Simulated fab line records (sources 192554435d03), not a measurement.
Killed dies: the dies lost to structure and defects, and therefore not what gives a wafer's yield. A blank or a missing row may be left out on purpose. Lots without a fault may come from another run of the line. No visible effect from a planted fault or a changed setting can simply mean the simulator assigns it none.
Chamber matching || flow n5_finfet || N5_FIN_SAQP_MANDREL1_REMOVE_56 on rie_si-05 has 4 sister chambers
The step chemistry HBr/Cl2/O2, target a-Si, stops on SiNx, bt time 10 s. 8 wafers are shown with their chamber, then 8 later ones without.

WAFERS WITH THEIR CHAMBER
{"wafer": "L078.3", "chamber": 0, "throttle_valve_pct (%)": 36.39, "oes_product_au (a.u.)": 1.007}
{"wafer": "L080.2", "chamber": 3, "throttle_valve_pct (%)": 36.97, "oes_product_au (a.u.)": 0.976}
{"wafer": "L080.5", "chamber": 1, "throttle_valve_pct (%)": 36.53, "oes_product_au (a.u.)": 0.975}
{"wafer": "L081.5", "chamber": 1, "throttle_valve_pct (%)": 36.54, "oes_product_au (a.u.)": 0.977}
{"wafer": "L081.6", "chamber": 0, "throttle_valve_pct (%)": 36.42, "oes_product_au (a.u.)": 1.012}
{"wafer": "L083.5", "chamber": 3, "throttle_valve_pct (%)": 36.96, "oes_product_au (a.u.)": 0.992}
{"wafer": "L083.6", "chamber": 2, "throttle_valve_pct (%)": 37.06, "oes_product_au (a.u.)": 1.004}
{"wafer": "L093.1", "chamber": 2, "throttle_valve_pct (%)": 37.06, "oes_product_au (a.u.)": 0.994}

WAFERS WITH NO CHAMBER GIVEN
{"wafer": "L093.4", "throttle_valve_pct (%)": 36.94, "oes_product_au (a.u.)": 0.988}
{"wafer": "L093.6", "throttle_valve_pct (%)": 36.96, "oes_product_au (a.u.)": 0.986}
{"wafer": "L095.2", "throttle_valve_pct (%)": 36.95, "oes_product_au (a.u.)": 0.981}
{"wafer": "L095.4", "throttle_valve_pct (%)": 37.07, "oes_product_au (a.u.)": 0.993}
{"wafer": "L095.5", "throttle_valve_pct (%)": 36.42, "oes_product_au (a.u.)": 1.010}
{"wafer": "L097.2", "throttle_valve_pct (%)": 37.05, "oes_product_au (a.u.)": 0.999}
{"wafer": "L097.3", "throttle_valve_pct (%)": 36.41, "oes_product_au (a.u.)": 1.027}
{"wafer": "L097.5", "throttle_valve_pct (%)": 36.97, "oes_product_au (a.u.)": 0.995}

WHICH CHAMBER EACH WENT THROUGH
{"wafer": "L093.4", "from the rows above": 3, "in truth": 3}
{"wafer": "L093.6", "from the rows above": 3, "in truth": 3}
{"wafer": "L095.2", "from the rows above": 3, "in truth": 3}
{"wafer": "L095.4", "from the rows above": 2, "in truth": 2}
{"wafer": "L095.5", "from the rows above": 0, "in truth": 0}
{"wafer": "L097.2", "from the rows above": 2, "in truth": 2}
{"wafer": "L097.3", "from the rows above": 0, "in truth": 0}
{"wafer": "L097.5", "from the rows above": 3, "in truth": 3}
Correctly placed: 8 of 8. Can't be placed from these rows: 0. Placed wrongly: 0.
How it was worked out, from the rows above alone: a wafer's distance from a chamber is the root of the sum, over the readings, of the square of ((its reading less the chamber's mean) divided by the reading's scatter). The wafer belongs to the nearest chamber; if the next one is less than 2 further off, it can't be placed. A chamber's mean is the mean of its shown wafers. The scatter is the square root of a quotient: the sum, over the shown wafers, of each reading's squared deviation from its chamber's mean, divided by wafers minus chambers.
